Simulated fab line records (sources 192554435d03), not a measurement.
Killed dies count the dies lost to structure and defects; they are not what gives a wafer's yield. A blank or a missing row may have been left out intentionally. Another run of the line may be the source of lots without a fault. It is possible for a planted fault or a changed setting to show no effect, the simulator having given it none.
Matching of chambers	flow n5 finfet	4 sister chambers for N5_BEOL_M9_STRIP_36 on rie diel-01
The step strips in N2/H2. 18 wafers are shown with their chamber, then 9 later ones without.

## EACH WAFER AND ITS CHAMBER
wafer	chamber	throttle valve pct (%)	showerhead plenum p Torr (Torr)	drypump motor current A (A)
L077.2	0	23.96	2.59	6.3
L077.3	2	23.19	2.68	5.8
L077.4	0	23.94	2.59	6.3
L078.1	2	23.20	2.68	5.9
L078.3	1	23.74	2.61	5.8
L078.6	3	23.49	2.55	5.9
L081.1	0	23.97	2.58	6.3
L081.4	3	23.48	2.55	5.9
L081.6	3	23.47	2.55	5.8
L083.1	1	23.75	2.60	5.8
L083.2	2	23.21	2.67	5.8
L083.3	3	23.47	2.55	5.9
L084.3	3	23.51	2.55	5.8
L084.4	2	23.22	2.67	5.8
L084.6	3	23.53	2.55	5.8
L089.2	0	23.99	2.58	6.3
L089.3	3	23.50	2.54	5.9
L089.5	1	23.76	2.60	5.8

SIGNATURES, as means of the wafers listed above
reading	chamber 0	chamber 1	chamber 2	chamber 3	scatter within a chamber
throttle valve pct	23.9650	23.7500	23.2050	23.4929	0.0188
showerhead plenum p Torr	2.5850	2.6033	2.6750	2.5486	0.00502
drypump motor current A	6.300	5.800	5.825	5.857	0.042
Rule: for each reading, subtract the chamber's mean from the wafer's reading, divide by that reading's scatter and square the result; add these up over the readings and take the root, which gives the wafer's distance from the chamber. If the next closest chamber is less than 2 further off than the closest, the wafer can't be placed; otherwise it belongs to the closest. The scatter: take each reading less its chamber's mean, square it, sum over the shown wafers, divide by the number of wafers less the number of chambers, and take the root.

## WAFERS WITH NO CHAMBER GIVEN
wafer	throttle valve pct (%)	showerhead plenum p Torr (Torr)	drypump motor current A (A)
L093.1	23.76	2.60	5.8
L093.3	24.03	2.57	6.3
L093.5	23.23	2.67	5.8
L095.2	23.23	2.67	5.8
L095.4	24.03	2.57	6.3
L095.5	23.25	2.66	5.9
L096.3	23.23	2.66	5.8
L096.4	24.00	2.57	6.3
L096.5	23.78	2.59	5.8

## WHICH CHAMBER EACH WENT THROUGH
wafer	from the rows above	in truth
L093.1	1	1
L093.3	0	0
L093.5	2	2
L095.2	2	2
L095.4	0	0
L095.5	2	2
L096.3	2	2
L096.4	0	0
L096.5	1	1
Correctly placed: 9 of 9. From these rows, 0 cannot be placed. Wrongly placed: 0.
